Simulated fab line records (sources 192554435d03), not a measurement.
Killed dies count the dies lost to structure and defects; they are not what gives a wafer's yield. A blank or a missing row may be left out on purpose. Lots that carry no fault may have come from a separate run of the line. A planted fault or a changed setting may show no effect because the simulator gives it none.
fab line records	flow n5Finfet
record: lots: 4	wafers: 12	lastDay: 21
route steps=1938 shown BEOL_M2@923 BEOL_M3@931 BEOL_M4@1111
lots that met no fault: taken from a fault-free run of the same line
startH: hours from the record's opening day to when the first of the lot's shown wafers began	waitH: hours since the lot's step before	" the same as in the row above	L1.1+2: a row that stands for several wafers	- value missing, or start not given	* or withheld: withheld	< > ~ a bound
route shown NAME@n: a module of which the file shows steps, and the number in the route of the first	usual: the fault-free wafers' mean and standard deviation	same: alike in all rows	chamber/n: place in a boat	sites: the reading at each site	_std_site: standard deviation of those values	_edge_site: the outer-site mean with the inner-site mean subtracted	radiusMm: for every site, how far away it sits from the centre of the wafer	mask NAME#n: copy n	behind: the most recent tool/chamber to have shaped the wafer	hold: the reason the lot was held/the length of the hold in hours/how it ended	device: transistor that didn't switch, given as n, p or np	end of line: tests of these same wafers at the route's end	a step with no rows: only its recipe	killed: dies that structure and defects cost at the first sort, which is not the same as the wafer's yield	map: shows each die of a wafer: x if killed, . if not, _ if none is there
set.NAME: the setting that was run; set.NAME@STEP: the one run at that earlier step	model.NAME: the simulator's own value behind a step, which no gauge read
lots at some steps of the route; a table a step, a row a wafer
services: when a tool's chamber went out of use (startH, in hours from the record's first day, below 0 if earlier), for how many hours, and the reason
== steps ==
step: N5_BEOL_M2_CMP_52
recipe: stopOn: SiOC	tOverpolishS: 6.8	downForcePsi: 1	platenRpm: 50	clearingPlatenDownForcePsi: 1.5	clearingPlatenRpm: 50	postCmpClean: cuAlkaline	targetThkNm: 40	clearingPlatenPadVelocityMS: 0.99484	padVelocityMS: 0.99484
step: N5_BEOL_M2_PRE_CLEAN_60
recipe: gas: NH3/H2	timeS: 15	tempC: *	rfPowerW: 300
step: N5_BEOL_M2_CO_CAP_55
recipe: material: Co	targetThkA: 20	tempC: 200	precursor: CCTBA/H2	pressureTorr: 30	timeS: 102.1
step: N5_BEOL_M2_PRE_CLEAN_56
recipe: gas: NH3	timeS: 15	tempC: withheld	rfPowerW: 300
step: N5_BEOL_M2_DEP_57
recipe: material: SiCN	targetThkA: 80	tempC: withheld	precursor: 3MS/NH3	pressureTorr: 3	rfW: 202	timeS: 14
step: N5_BEOL_M3_ILD_DEP_00
recipe: material: SiOC	targetThkA: 790	tempC: 350	precursor: DEMS/O2	pressureTorr: 5	rfW: 500	timeS: 15.3
step: N5_BEOL_M3_PECVD_72
recipe: material: SiO2	targetThkA: 160	tempC: 400	precursor: TEOS/O2	pressureTorr: 5.5	rfW: 450	teosFlowSccm: 53.8	gas: O2	flowSccm: 3000	timeS: 18
step: N5_BEOL_M3_HM_DEP_02
recipe: material: TiN	targetThkA: 200	tempC: 25	chamberPressurePa: 0.49996
step: N5_BEOL_M3_COAT_61
recipe: resist: SOC	tempC: 250	timeS: 60	spinRpm: 1500	resistThkNm: 60
usual: spinSpeedRpm: 1499.8/1.1
lot.wafer	tool	chamber	startH	waitH	spinSpeedRpm	model.SOC_of_BEOL_M3_COAT_61.thkNm
L104.1	lithoTrack-04	0	186.80	0.1	1498.9	60.4
L104.5	"	0	"	"	1498.6	60.4
L104.6	"	0	"	"	1499.2	60.4
L115.1	lithoTrack-04	0	225.68	0.1	1297.2	64.4
L115.5	"	0	"	"	1297.6	64.4
L115.6	"	0	"	"	1296.2	64.4
L112.1	lithoTrack-04	0	241.75	0.1	1298.2	64.6
L112.4	"	0	"	"	1298.3	64.4
L112.5	"	0	"	"	1297.1	64.6
L124.3	lithoTrack-04	0	321.65	0.1	1499.7	60
L124.4	"	0	"	"	1499.7	60
L124.5	"	0	"	"	1498.7	59.8
step: N5_BEOL_M3_COAT_62
recipe: resist: SiARC	tempC: 220	timeS: 60	spinRpm: 1500	resistThkNm: 12
step: N5_BEOL_M3_COAT_73
recipe: resist: underlayer	tempC: 205	timeS: 60	spinRpm: 1500	resistThkNm: 5
step: N5_BEOL_M3_COAT_05
recipe: resist: CAR-EUV	spinRpm: 1500	resistThkNm: 30
step: N5_BEOL_M3_EBR_07
recipe: solvent: PGMEA	ebrWidthMm: 1.5
step: N5_BEOL_M3_SOFTBAKE_06
recipe: tempC: 110	timeS: 60	resist: CAR-EUV
step: N5_BEOL_M3_EXPOSE_08
recipe: maskId: M3	na: 0.33	sourceShape: dipole	sigmaInner: 0.369	sigmaOuter: 0.767	polarization: unpolarized	doseMj: 33
step: N5_BEOL_M3_PEB_09
recipe: pebTempC: 100	pebTimeS: 60	resist: CAR-EUV
step: N5_BEOL_M3_DEVELOP_10
recipe: developTimeS: 30	developer: TMAH	resist: CAR-EUV	rinseLiquid: surfactantRinse	dry: airSpin	devTempC: 23
step: N5_BEOL_M3_DESCUM_16
recipe: chemistry: O2	timeS: 7	sourcePowerW: 50	biasPowerW: 20	pressureMtorr: 20	rfFrequencyHz: 2.712e+07	tempC: 40	resist: CAR-EUV	o2FlowSccm: 225
step: N5_BEOL_M3_ETCH_74
recipe: chemistry: N2/H2	target: underlayer	targetDepthA: 65	maskMaterial: CAR-EUV	timeS: 5.2	ionEnergyEv: 200	pressureMtorr: 30	sourceW: 840	biasW: 150	n2FlowSccm: 200	h2FlowSccm: 200	ends: cleared
step: N5_BEOL_M3_ETCH_63
recipe: chemistry: CF4	target: SiARC	targetDepthA: 156	maskMaterial: CAR-EUV	timeS: 26	ionEnergyEv: 80	pressureMtorr: 40	sourceW: 545	biasW: 36	Ar_flow_sccm: 100	cf4FlowSccm: 100	ends: cleared
step: N5_BEOL_M3_ETCH_64
recipe: chemistry: N2/H2	target: SOC	targetDepthA: 750	overetchA: 150	maskMaterial: SiARC	tempC: 40	timeS: 112.5	ionEnergyEv: 200	pressureMtorr: 30	sourceW: 840	biasW: 150	n2FlowSccm: 200	h2FlowSccm: 200
usual: drypumpMotorCurrentA: 5.6/0.51	n2FlowSccm: 199.9/0.56	oesProductAu: 0.63/0.06	rfVppV: 524.5/2.8	showerheadPlenumPTorr: 2.57/0.092	throttleValvePct: 17.9/0.33
lot.wafer	tool	chamber	startH	waitH	drypumpMotorCurrentA	n2FlowSccm	oesProductAu	rfHoursCounterH	rfVppV	showerheadPlenumPTorr	throttleValvePct	model.etch.depthNm
L104.1	rieDiel-02	2	187.81	0.0	5.0	200.3	0.57	213	526.2	2.62	17.9	60.49
L104.5	"	0	"	"	4.8	200.1	0.55	-	519.8	2.38	18.3	60.5
L104.6	"	1	"	"	6.4	199.9	0.65	-	527.9	2.68	17.6	60.31
L115.1	rieDiel-02	0	226.31	0.0	4.8	199.7	0.56	246	518.9	2.38	18.3	64.37
L115.5	"	2	"	"	5.0	199.3	0.58	-	524.9	2.62	17.9	64.44
L115.6	"	3	"	"	5.7	198.9	0.68	-	522.0	2.50	18.5	64.43
L112.1	rieDiel-06	2	242.34	0.0	5.5	199.0	0.59	239	522.9	2.49	17.8	64.53
L112.4	"	3	"	"	6.0	200.8	0.76	20	525.1	2.59	17.7	64.46
L112.5	"	0	"	"	5.8	199.6	0.63	-	525.4	2.56	18.1	64.63
L124.3	rieDiel-02	0	322.26	0.0	4.8	199.9	0.72	19	527.6	2.69	17.9	59.97
L124.4	"	1	"	"	6.4	199.8	0.61	-	527.4	2.66	17.7	59.98
L124.5	"	0	"	"	4.8	199.2	0.72	-	528.2	2.69	17.9	59.8
step: N5_BEOL_M3_STRIP_65
recipe: chemistry: N2/H2	tempC: 40	n2FlowSccm: 200	h2FlowSccm: 200	rfFrequencyHz: 6e+07
step: N5_BEOL_M3_STRIP_75
recipe: chemistry: N2/H2	tempC: 40	n2FlowSccm: 200	h2FlowSccm: 200	rfFrequencyHz: 6e+07
step: N5_BEOL_M3_STRIP_66
recipe: chemistry: CF4	resist: SiARC	powerW: 300	biasPowerW: 75	pressureMtorr: 50	cf4FlowSccm: 150	rfFrequencyHz: 6e+07
step: N5_BEOL_M3_HM_OPEN_17
recipe: chemistry: Cl2/BCl3	targetDepthA: 200	overetchA: 60	target: TiN	maskMaterial: SOC	ionEnergyEv: 150	pressureMtorr: 10	icpW: 1000	biasW: 126	Cl2_flow_sccm: 53.25	bcl3FlowSccm: 21.75	Ar_flow_sccm: 25
usual: drypumpMotorCurrentA: 6.1/0.41	oes_ar_750_au: 0.86/0.1	oesProductAu: 0.73/0.079	throttleValvePct: 21.97/0.24
lot.wafer	tool	chamber	startH	waitH	drypumpMotorCurrentA	oes_ar_750_au	oesProductAu	rfHoursCounterH	throttleValvePct	model.SOC_of_BEOL_M3_COAT_61.thkNm
L104.1	rieMetal-03	1	187.98	0.0	5.6	0.71	0.60	75	21.63	52.6
L104.5	"	0	"	"	6.2	0.95	0.77	-	22.01	52
L104.6	"	1	"	"	5.6	0.72	0.60	-	21.65	52.4
L115.1	rieMetal-02	0	226.55	0.1	6.6	0.95	0.77	5	21.85	56.2
L115.5	"	0	"	"	6.6	0.95	0.79	-	21.82	56.2
L115.6	"	1	"	"	5.7	0.86	0.76	-	21.95	56.8
L112.1	rieMetal-01	1	242.51	0.0	6.7	1.00	0.85	0	22.36	56.6
L112.4	"	0	"	"	6.0	0.91	0.76	-	22.01	56.6
L112.5	"	0	"	"	6.0	0.91	0.76	-	22.00	56.8
L124.3	rieMetal-01	1	322.46	0.1	6.7	0.93	0.80	-	22.36	51.8
L124.4	"	0	"	"	6.0	0.87	0.74	-	22.03	52.2
L124.5	"	0	"	"	6.0	0.88	0.74	-	22.01	52
step: N5_BEOL_M3_STRIP_19
recipe: chemistry: O2	powerW: 400	tempC: 40	pressureMtorr: 30	rfFrequencyHz: 6e+07	biasPowerW: 0	overashFraction: 0.2	o2FlowSccm: 225
step: N5_BEOL_M4_RC_MEAS_101
usual: DIBL_N: 36.1/2.3	DIBL_P: 36/3.2	IOFF_N: 0.16/0.045	IOFF_P: 0.21/0.049	ION_N: 674/14	ION_P: 462/8.4	SS_N: 71.6/0.83	SS_P: 73.2/0.87	VT_N: 249/3.8	VT_P: -250/3.4
lot.wafer	tool	chamber	startH	waitH	DIBL_N[mV/V]	DIBL_P[mV/V]	IOFF_N[nA/um]	IOFF_P[nA/um]	ION_N[uA/um]	ION_P[uA/um]	SS_N[mV/dec]	SS_P[mV/dec]	VT_N[mV]	VT_P[mV]
L104.1	prober-01	0	271.70	0.0	37.5	40	0.19	0.26	696	476	72.0	74.0	245	-246
L104.5	"	0	"	"	34.7	36	0.13	0.20	669	470	70.9	72.6	248	-248
L104.6	"	0	"	"	33.6	34	0.12	0.17	655	450	71.6	72.8	253	-251
L115.1	prober-02	0	297.13	0.0	32.9	32	0.10	0.15	648	454	70.0	72.0	254	-256
L115.5	"	0	"	"	35.3	35	0.13	0.18	676	466	71.2	72.4	253	-250
L115.6	"	0	"	"	38.4	37	0.19	0.23	682	469	71.9	73.2	249	-250
L112.1	prober-01	0	313.45	0.0	33.5	33	0.12	0.18	649	449	71.8	73.2	255	-251
L112.4	"	0	"	"	31.5	31	0.10	0.15	663	462	69.8	72.0	255	-253
L112.5	"	0	"	"	32.1	31	0.10	0.15	642	447	71.7	72.7	258	-252
L124.3	prober-02	0	389.14	0.3	34.9	37	0.16	0.24	673	466	71.2	73.5	247	-246
L124.4	"	0	"	"	33.5	35	0.15	0.21	674	465	71.0	72.2	247	-249
L124.5	"	0	"	"	39.4	42	0.26	0.34	691	476	72.0	74.5	243	-242
== services ==
tool	chamber	startH	hours	kind
rieDiel-02	-	169.40	14.6	pm
rieMetal-02	0	178.56	-	clean
rieMetal-02	0	178.56	14.0	scheduledDown
rieMetal-02	0	178.56	14.0	ventCycle
rieDiel-02	-	192.18	1.3	repair
rieMetal-01	-	210.33	1.8	repair
rieDiel-02	2	210.62	5.7	repair
rieDiel-06	0	211.17	17.1	repair
rieMetal-01	1	213.92	-	clean
rieMetal-01	1	213.92	18.4	scheduledDown
rieMetal-01	1	213.92	18.4	ventCycle
rieDiel-02	0	239.75	-	clean
rieDiel-02	0	239.75	-	consumableReplace:focusRing
rieDiel-02	0	239.75	-	consumableReplace:showerhead
rieDiel-02	0	239.75	23.9	scheduledDown
rieDiel-02	0	239.75	23.9	ventCycle
rieDiel-06	-	246.41	0.3	repair
rieDiel-06	3	272.62	3.0	repair
rieMetal-02	-	279.95	11.8	repair
rieDiel-06	0	285.76	6.9	repair
rieDiel-02	2	317.30	-	clean
rieDiel-02	2	317.30	-	consumableReplace:focusRing
rieDiel-02	2	317.30	12.3	scheduledDown
rieDiel-02	2	317.30	12.3	ventCycle
== key ==
firstSign: step: N5_BEOL_M3_COAT_61	reading: spinSpeedRpm	direction: down	sigmas: 99+	usual: *	struck: *
effect none on later readings
modelEffect: step: N5_BEOL_M3_COAT_61	value: SOC_of_BEOL_M3_COAT_61.thkNm	without: 59.97	struck: 64.47
modelEffect: step: N5_BEOL_M3_ETCH_64	value: etch.depthNm	without: 59.96	struck: 64.48
modelEffect: step: N5_BEOL_M3_HM_OPEN_17	value: SOC_of_BEOL_M3_COAT_61.thkNm	without: 51.97	struck: 56.53
metAt N5_BEOL_M3_COAT_61
struckWafers L112.1,L112.4,L112.5,L115.1,L115.5,L115.6
onsetBetween 186.80 225.68
fault: kind: processParameterDrift	tool: lithoTrack-04	chamber: -	onsetH: 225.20	steps: N5_BEOL_M3_COAT_61	channel: spinRpm	offset: *	shape: step	endH: 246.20	actsIn: *	stated: *
